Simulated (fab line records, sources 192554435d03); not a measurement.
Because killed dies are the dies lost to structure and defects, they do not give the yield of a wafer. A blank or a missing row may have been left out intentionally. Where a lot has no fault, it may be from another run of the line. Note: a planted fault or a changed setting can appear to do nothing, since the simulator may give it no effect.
fab line records -- flow n5-finfet -- part 2 of 2: steps 16 to 25 of 25
record lots=5, wafers=15, last-day=18
route steps=1938 shown BEOL_M0_CUTY@711 BEOL_M0@715
lots with no fault: from the same line, run without faults
start-h: the number of hours between the record's first day and the start of the first shown wafer of the lot -- wait-h: time in hours since the lot's previous step -- " as in the row above -- L1.1+2: one row covering several wafers at once -- - no value present, or no start provided -- * or withheld: withheld -- < > ~ a bound
route shown NAME@n: names a module that has steps shown in the file, with the first one's number in the route -- usual: average and standard deviation across the fault-free wafers -- same: alike in all rows -- chamber/n: place in a boat -- sites: each site's reading -- _std_site: their standard deviation -- _edge_site: the outer-site mean with the inner-site mean subtracted -- radius-mm: how far each site lies from the wafer's centre -- mask NAME#n: copy n -- behind: the most recent tool/chamber to have shaped the wafer -- hold: cause of the lot's hold/its duration in hours/its outcome -- device: which transistor (n, p or np) failed to switch -- end of line: tests run on the same wafers once the route is complete -- a step without rows: its recipe alone -- killed: at the first sort, the dies lost to defects and structure; wafer yield is something else -- map: per-die view of a wafer (x killed, . not killed, _ where there is no die)
set.NAME: setting as actually run; set.NAME@STEP: the setting as run at that earlier step -- model.NAME: the simulator's own value behind a step, which no gauge read
a table for each step, a row for each wafer; lots at some steps of the route
services: from which hour (start-h, from the record's first day; less than 0 if before it) a tool's chamber was out of use, for how many hours, and why
## steps
# step N5_BEOL_M0_ETCH_109
# recipe chemistry=CH3F/O2, target-depth-a=80, overetch-a=24, target=SiCN, time-s=27.4, ion-energy-ev=120, pressure-mtorr=30, source-w=395, bias-w=75, Ar_flow_sccm=150, CH3F_flow_sccm=30, O2_flow_sccm=20
# usual drypump-motor-current-A=5.7/0.57, oes-product-au=0.70/0.063, rf-vpp-V=296.5/1.4, showerhead-plenum-p-Torr=1.96/0.062, throttle-valve-pct=16.31/0.23
lot.wafer,tool,chamber,start-h,wait-h,drypump-motor-current-A,oes-product-au,rf-hours-counter-h,rf-vpp-V,showerhead-plenum-p-Torr,throttle-valve-pct
L080.1,rie-diel-06,2,159.25,0.0,5.4,0.62,216,294.8,1.90,16.55
L080.3,rie-diel-06,3,159.25,0.0,6.7,0.85,3,296.5,1.96,16.17
L080.6,rie-diel-06,3,159.25,0.0,6.7,0.83,-,296.5,1.96,16.18
L085.3,rie-diel-03,0,182.60,0.0,5.0,0.74,40,298.2,2.05,16.44
L085.4,rie-diel-03,1,182.60,0.0,6.5,0.58,230,295.9,1.90,16.63
L085.6,rie-diel-03,2,182.60,0.0,4.8,0.76,-,298.6,1.94,15.82
L094.3,rie-diel-04,0,245.32,0.0,5.5,0.63,158,295.0,1.91,16.34
L094.4,rie-diel-04,0,245.32,0.0,5.5,0.63,-,295.4,1.91,16.33
L094.6,rie-diel-04,1,245.32,0.0,6.1,0.71,-,294.9,1.93,16.07
L095.1,rie-diel-04,0,245.67,0.0,5.5,0.63,158,294.6,1.91,16.33
L095.4,rie-diel-04,3,245.67,0.0,5.6,0.70,-,297.7,1.95,16.55
L095.6,rie-diel-04,1,245.67,0.0,6.1,0.70,-,297.2,1.93,16.07
L096.1,rie-diel-06,3,252.65,0.1,6.7,0.78,35,296.1,1.95,16.23
L096.3,rie-diel-06,2,252.65,0.1,5.3,0.60,245,295.5,1.89,16.63
L096.5,rie-diel-06,2,252.65,0.1,5.4,0.61,-,294.9,1.89,16.64
# step N5_BEOL_M0_STRIP_139
# recipe chemistry=post-etch-residue-remover, time-s=60, temp-c=25, remover-ph=withheld, remover-water-wt-pct=withheld, remover-fluoride-wt-pct=withheld
lot.wafer,tool,chamber,start-h,wait-h
L080.1+3+6,wet-bench-05,"5,4,6",159.35,0.1
L085.3+4+6,wet-bench-04,"1,3,7",182.70,0.1
L094.3+4+6,wet-bench-04,"2,3,7",245.42,0.1
L095.1+4+6,wet-bench-04,"2,1,4",245.78,0.1
L096.1+3+5,wet-bench-06,"3,2,5",252.75,0.1
# step N5_BEOL_M0_SRD_111
# recipe time-s=30, temp-c=23, rinse-liquid=diw, dry=ipa-marangoni
lot.wafer,tool,chamber,start-h,wait-h
L080.1+3+6,wet-bench-05,"5,4,6",159.37,0.0
L085.3+4+6,wet-bench-04,"1,3,7",182.72,0.0
L094.3+4+6,wet-bench-04,"2,3,7",245.44,0.0
L095.1+4+6,wet-bench-04,"2,1,4",245.80,0.0
L096.1+3+5,wet-bench-06,"3,2,5",252.77,0.0
# step N5_BEOL_M0_DEGAS_112
# recipe ambient=vacuum, temp-c=250, time-s=60
# usual heater-power-w=331/40
lot.wafer,tool,chamber,start-h,wait-h,heater-power-w
L080.1,pvd-sputter-03,-,159.72,0.3,388
L080.3,pvd-sputter-03,-,159.72,0.3,275
L080.6,pvd-sputter-03,-,159.72,0.3,333
L085.3,pvd-sputter-03,-,183.13,0.4,392
L085.4,pvd-sputter-03,-,183.13,0.4,336
L085.6,pvd-sputter-03,-,183.13,0.4,261
L094.3,pvd-sputter-03,-,245.67,0.2,394
L094.4,pvd-sputter-03,-,245.67,0.2,359
L094.6,pvd-sputter-03,-,245.67,0.2,390
L095.1,pvd-sputter-03,-,246.15,0.3,368
L095.4,pvd-sputter-03,-,246.15,0.3,317
L095.6,pvd-sputter-03,-,246.15,0.3,371
L096.1,pvd-sputter-01,-,254.61,1.8,389
L096.3,pvd-sputter-01,-,254.61,1.8,330
L096.5,pvd-sputter-01,-,254.61,1.8,387
# step N5_BEOL_M0_PRE_CLEAN_113
# recipe gas=H2/He, time-s=30, temp-c=250
# usual heater-power-w=330/40
lot.wafer,tool,chamber,start-h,wait-h,heater-power-w
L080.1,pvd-sputter-03,-,159.76,0.0,395
L080.3,pvd-sputter-03,-,159.76,0.0,269
L080.6,pvd-sputter-03,-,159.76,0.0,325
L085.3,pvd-sputter-03,-,183.17,0.0,388
L085.4,pvd-sputter-03,-,183.17,0.0,321
L085.6,pvd-sputter-03,-,183.17,0.0,273
L094.3,pvd-sputter-03,-,245.71,0.0,391
L094.4,pvd-sputter-03,-,245.71,0.0,367
L094.6,pvd-sputter-03,-,245.71,0.0,394
L095.1,pvd-sputter-03,-,246.19,0.0,368
L095.4,pvd-sputter-03,-,246.19,0.0,329
L095.6,pvd-sputter-03,-,246.19,0.0,371
L096.1,pvd-sputter-01,-,254.65,0.0,397
L096.3,pvd-sputter-01,-,254.65,0.0,320
L096.5,pvd-sputter-01,-,254.65,0.0,398
# step N5_BEOL_M0_ALD_136
# recipe material=TaN, target-thk-a=*, temp-c=275, ald-precursor-family=PDMAT, ald-co-reactant=NH3, pressure-torr=3, carrier-flow-sccm=1500, pulse-time-s=2, purge-time-s=3, co-reactant-purge-time-s=2, co-reactant-pulse-time-s=3, ald-cycles=30, precursor-vessel-temp-c=75, precursor-vessel-pressure-torr=26.25, precursor-vessel-carrier-sccm=1000
# usual chamber-pressure-Torr=3.000/0.0064, heater-power-outer-w=234/25, heater-power-w=435/44
lot.wafer,tool,chamber,start-h,wait-h,chamber-pressure-Torr,heater-power-outer-w,heater-power-w
L080.1,ald-metal-04,1,159.82,0.0,2.993,268,496
L080.3,ald-metal-04,0,159.82,0.0,3.016,224,410
L080.6,ald-metal-04,0,159.82,0.0,3.000,213,415
L085.3,ald-metal-04,0,183.28,0.1,2.997,215,411
L085.4,ald-metal-04,3,183.28,0.1,2.998,238,435
L085.6,ald-metal-04,0,183.28,0.1,2.995,217,422
L094.3,ald-metal-01,0,245.77,0.0,2.989,194,355
L094.4,ald-metal-01,2,245.77,0.0,3.000,278,507
L094.6,ald-metal-01,1,245.77,0.0,2.990,239,461
L095.1,ald-metal-01,3,246.25,0.0,2.996,215,436
L095.4,ald-metal-01,0,246.25,0.0,2.999,185,361
L095.6,ald-metal-01,3,246.25,0.0,2.998,217,443
L096.1,ald-metal-01,1,254.71,0.0,3.003,241,454
L096.3,ald-metal-01,2,254.71,0.0,2.989,272,504
L096.5,ald-metal-01,0,254.71,0.0,2.999,191,352
# step N5_BEOL_M0_SURFACE_TREAT_137
# recipe gas=Ar, time-s=*, ion-energy-ev=*, ion-current-ma-cm2=0.5, pressure-mtorr=*, ar-flow-sccm=30
# usual throttle-valve-pct=*
lot.wafer,tool,chamber,start-h,wait-h,throttle-valve-pct
L080.1,pvd-sputter-01,-,160.04,0.1,*
L080.3,pvd-sputter-01,-,160.04,0.1,*
L080.6,pvd-sputter-01,-,160.04,0.1,*
L085.3,pvd-sputter-01,-,183.64,0.3,*
L085.4,pvd-sputter-01,-,183.64,0.3,*
L085.6,pvd-sputter-01,-,183.64,0.3,*
L094.3,pvd-sputter-01,-,246.01,0.1,*
L094.4,pvd-sputter-01,-,246.01,0.1,*
L094.6,pvd-sputter-01,-,246.01,0.1,*
L095.1,pvd-sputter-03,-,246.53,0.2,*
L095.4,pvd-sputter-03,-,246.53,0.2,*
L095.6,pvd-sputter-03,-,246.53,0.2,*
L096.1,pvd-sputter-01,-,255.03,0.2,*
L096.3,pvd-sputter-01,-,255.03,0.2,*
L096.5,pvd-sputter-01,-,255.03,0.2,*
# step N5_BEOL_M0_CVD_115
# recipe material=Co, target-thk-a=*, temp-c=withheld, precursor=CCTBA/H2, pressure-torr=30, time-s=120
# usual chamber-pressure-Torr=30.00/0.067
lot.wafer,tool,chamber,start-h,wait-h,chamber-pressure-Torr
L080.1,cvd-co-01,0,160.10,0.0,30.03
L080.3,cvd-co-01,0,160.10,0.0,30.03
L080.6,cvd-co-01,2,160.10,0.0,29.96
L085.3,cvd-co-02,0,183.97,0.3,29.94
L085.4,cvd-co-02,2,183.97,0.3,30.10
L085.6,cvd-co-02,0,183.97,0.3,30.02
L094.3,cvd-co-02,0,246.07,0.0,30.11
L094.4,cvd-co-02,2,246.07,0.0,30.10
L094.6,cvd-co-02,0,246.07,0.0,30.00
L095.1,cvd-co-01,0,246.64,0.1,29.90
L095.4,cvd-co-01,1,246.64,0.1,29.99
L095.6,cvd-co-01,0,246.64,0.1,30.09
L096.1,cvd-co-02,2,255.39,0.3,29.95
L096.3,cvd-co-02,0,255.39,0.3,30.11
L096.5,cvd-co-02,0,255.39,0.3,29.98
# step N5_BEOL_M0_SPUTTER_116
# recipe material=Cu, target-thk-a=40, temp-c=-20, chamber-pressure-pa=0.07, power-w=withheld, time-s=7.37
# usual throttle-valve-pct=30.2/0.61
lot.wafer,tool,chamber,start-h,wait-h,throttle-valve-pct
L080.1,pvd-sputter-03,-,160.25,0.1,29.6
L080.3,pvd-sputter-03,-,160.25,0.1,30.1
L080.6,pvd-sputter-03,-,160.25,0.1,30.1
L085.3,pvd-sputter-02,-,185.42,1.4,30.4
L085.4,pvd-sputter-02,-,185.42,1.4,31.3
L085.6,pvd-sputter-02,-,185.42,1.4,31.5
L094.3,pvd-sputter-01,-,246.23,0.1,30.4
L094.4,pvd-sputter-01,-,246.23,0.1,29.9
L094.6,pvd-sputter-01,-,246.23,0.1,29.9
L095.1,pvd-sputter-01,-,246.83,0.1,29.6
L095.4,pvd-sputter-01,-,246.83,0.1,29.7
L095.6,pvd-sputter-01,-,246.83,0.1,30.3
L096.1,pvd-sputter-01,-,255.49,0.1,29.8
L096.3,pvd-sputter-01,-,255.49,0.1,30.0
L096.5,pvd-sputter-01,-,255.49,0.1,29.8
# step N5_BEOL_M0_ANNEAL_117
# recipe temp-c=400, time-s=60, ambient=vacuum
# usual heater-power-w=829/100
lot.wafer,tool,chamber,start-h,wait-h,heater-power-w
L080.1,pvd-sputter-03,-,160.33,0.0,915
L080.3,pvd-sputter-03,-,160.33,0.0,819
L080.6,pvd-sputter-03,-,160.33,0.0,804
L085.3,pvd-sputter-02,-,185.58,0.1,973
L085.4,pvd-sputter-02,-,185.58,0.1,784
L085.6,pvd-sputter-02,-,185.58,0.1,769
L094.3,pvd-sputter-01,-,246.31,0.0,982
L094.4,pvd-sputter-01,-,246.31,0.0,715
L094.6,pvd-sputter-01,-,246.31,0.0,713
L095.1,pvd-sputter-01,-,246.91,0.0,717
L095.4,pvd-sputter-01,-,246.91,0.0,805
L095.6,pvd-sputter-01,-,246.91,0.0,1005
L096.1,pvd-sputter-01,-,255.57,0.0,720
L096.3,pvd-sputter-01,-,255.57,0.0,803
L096.5,pvd-sputter-01,-,255.57,0.0,693
## services
tool,chamber,start-h,hours,kind
rie-diel-06,3,135.20,-,clean
rie-diel-06,3,135.20,-,consumable-replace:focus-ring
rie-diel-06,3,135.20,16.4,scheduled-down
rie-diel-06,3,135.20,16.4,vent-cycle
rie-diel-04,0,148.13,8.1,repair
pvd-sputter-03,-,149.66,0.9,repair
cvd-co-01,1,151.35,13.2,repair
ald-metal-01,1,166.47,37.5,repair
ald-metal-01,-,174.89,1.0,repair
cvd-co-02,1,181.35,6.2,repair
cvd-co-02,-,186.63,0.6,repair
rie-metal-01,0,188.31,14.9,repair
ald-metal-01,-,202.97,0.9,repair
cvd-co-01,1,207.09,17.2,repair
rie-diel-04,2,239.29,-,clean
rie-diel-04,2,239.29,-,consumable-replace:focus-ring
rie-diel-03,1,241.09,-,clean
rie-diel-03,1,241.09,-,consumable-replace:focus-ring
rie-diel-03,1,241.09,-,consumable-replace:showerhead
rie-diel-03,1,241.09,30.5,scheduled-down
rie-diel-03,1,241.09,30.5,vent-cycle
rie-diel-06,2,243.08,8.3,repair
rie-metal-01,-,249.72,2.8,pm
rie-metal-01,-,255.36,4.0,pm
